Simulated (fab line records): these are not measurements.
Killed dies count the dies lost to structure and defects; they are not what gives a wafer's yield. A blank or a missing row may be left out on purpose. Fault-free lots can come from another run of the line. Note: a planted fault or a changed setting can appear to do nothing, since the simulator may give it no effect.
Split-lot study ; flow n5Finfet ; 39 wafers read from 7 lots, route of 1938 steps

== ABOUT THE SPLIT ==
At N5_BEOL_M14_ETCH_68 (etches SOC in N2/H2, time 450 s), the setting timeS was moved away from the recipe's 450 s on 12 of the 39 wafers read, by -59.6% to +25.4%. For the rest of the wafers, this setting stayed at what the recipe calls for.

Reading taken at the split's own step.

== THE READING ==
SiARC_of_BEOL_M14_COAT_66.thkNm (the simulator's own value, which no gauge read), in nm, at N5_BEOL_M14_ETCH_68 (etches SOC in N2/H2, time 450 s). The file gives no usual value for it. Across the 27 wafers here that went through the recipe, the average is 64.9 nm and the standard deviation 0.72 nm.

wafer;tool, chamber at the split;timeS as run, s;against the recipe;SiARC_of_BEOL_M14_COAT_66.thkNm, nm;against lot-mates on the recipe
L078.1;rieDiel-03, 1;450;recipe;65.8;-
L078.2;rieDiel-03, 3;311.3;-30.8%;78.2;+13.2
L078.3;rieDiel-03, 0;450;recipe;64.8;-
L078.4;rieDiel-03, 2;311.3;-30.8%;78.6;+13.6
L078.5;rieDiel-03, 0;311.3;-30.8%;79;+14.0
L078.6;rieDiel-03, 3;450;recipe;64.4;-
L084.1;rieDiel-05, 2;265.7;-41.0%;83.2;+18.9
L084.2;rieDiel-05, 1;450;recipe;64.4;-
L084.3;rieDiel-05, 0;450;recipe;63.8;-
L084.4;rieDiel-05, 3;265.7;-41.0%;83.6;+19.3
L084.5;rieDiel-05, 3;265.7;-41.0%;82.8;+18.5
L084.6;rieDiel-05, 2;450;recipe;64.8;-
L083.1;rieDiel-02, 1;450;recipe;64.6;-
L083.4;rieDiel-02, 1;450;recipe;64.6;-
L083.3;rieDiel-02, 0;450;recipe;65.8;-
L091.1;rieDiel-03, 3;450;recipe;64.8;-
L091.2;rieDiel-03, 1;450;recipe;65.4;-
L091.3;rieDiel-03, 2;181.8;-59.6%;91.4;+26.3
L091.4;rieDiel-03, 0;181.8;-59.6%;91.8;+26.7
L091.5;rieDiel-03, 0;450;recipe;65.2;-
L091.6;rieDiel-03, 3;181.8;-59.6%;91.6;+26.5
L086.1;rieDiel-05, 1;450;recipe;65.4;-
L086.2;rieDiel-05, 3;564.1;+25.4%;53.2;-11.3
L086.3;rieDiel-05, 2;564.1;+25.4%;54.2;-10.3
L086.4;rieDiel-05, 0;564.1;+25.4%;51.8;-12.7
L086.5;rieDiel-05, 3;450;recipe;64.6;-
L086.6;rieDiel-05, 0;450;recipe;63.6;-
L094.1;rieDiel-02, 2;450;recipe;65.4;-
L094.2;rieDiel-02, 3,2;450;recipe;65.6;-
L094.5;rieDiel-02, 3,2;450;recipe;65.6;-
L094.3;rieDiel-02, 0;450;recipe;66.4;-
L094.4;rieDiel-02, 1;450;recipe;64.4;-
L094.6;rieDiel-02, 1;450;recipe;64.8;-
L097.1;rieDiel-05, 3,2;450;recipe;65.4;-
L097.4;rieDiel-05, 3,2;450;recipe;65.4;-
L097.2;rieDiel-05, 1;450;recipe;65.2;-
L097.3;rieDiel-05, 0;450;recipe;64;-
L097.5;rieDiel-05, 3;450;recipe;65;-
L097.6;rieDiel-05, 0;450;recipe;63.2;-
When a row names more than one chamber, that row covers several wafers, and the file does not tell which wafer ran in which chamber.

FIT RESULTS
A straight line over all 39 wafers: SiARC_of_BEOL_M14_COAT_66.thkNm changes by -0.45 nm for each +1% of timeS; r = -1.00; the points scatter about the line by 0.7 nm.
The same after taking each lot's own level away (the mean of its wafers on the recipe; 39 wafers): -0.449 nm for each +1%; r = -1.00; scatter 0.65 nm.
The reading moves by 27 nm for the largest change in timeS, on that fit.
The span of the lots' own levels, 64.33 to 65.37 nm, comes to 1.4 times the standard deviation stated above.
Hence the lot-to-lot level has little effect on the slope; both slopes agree.
Check: with one of the wafers moved furthest among these (-59.6%) left out of the fit, the line predicts +26.8 nm for it against its lot-mates. Against them it came out at +26.3 nm.

== FURTHER SPLITS ON THESE WAFERS ==
Note: prior to the reading, these wafers also went through further splits. Each is held against what the fit with the lots' levels taken away leaves over:
other split on the same wafers;wafers away from the commonest value;r with SiARC_of_BEOL_M14_COAT_66.thkNm (lot level and that fit taken away)
N5_BEOL_M1_HM_DEP_02 targetThkA;9;-0.32
N5_BEOL_M5_ILD_DEP_00 timeS;9;-0.16
N5_BEOL_M8_ETCH_66 targetDepthA;18;+0.11
N5_BEOL_M12_ETCH_68 timeS;18;-0.09

== FILE'S OWN FIT ==
SiARC_of_BEOL_M14_COAT_66.thkNm changes by -0.449 nm for each +1% of timeS, r = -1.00.
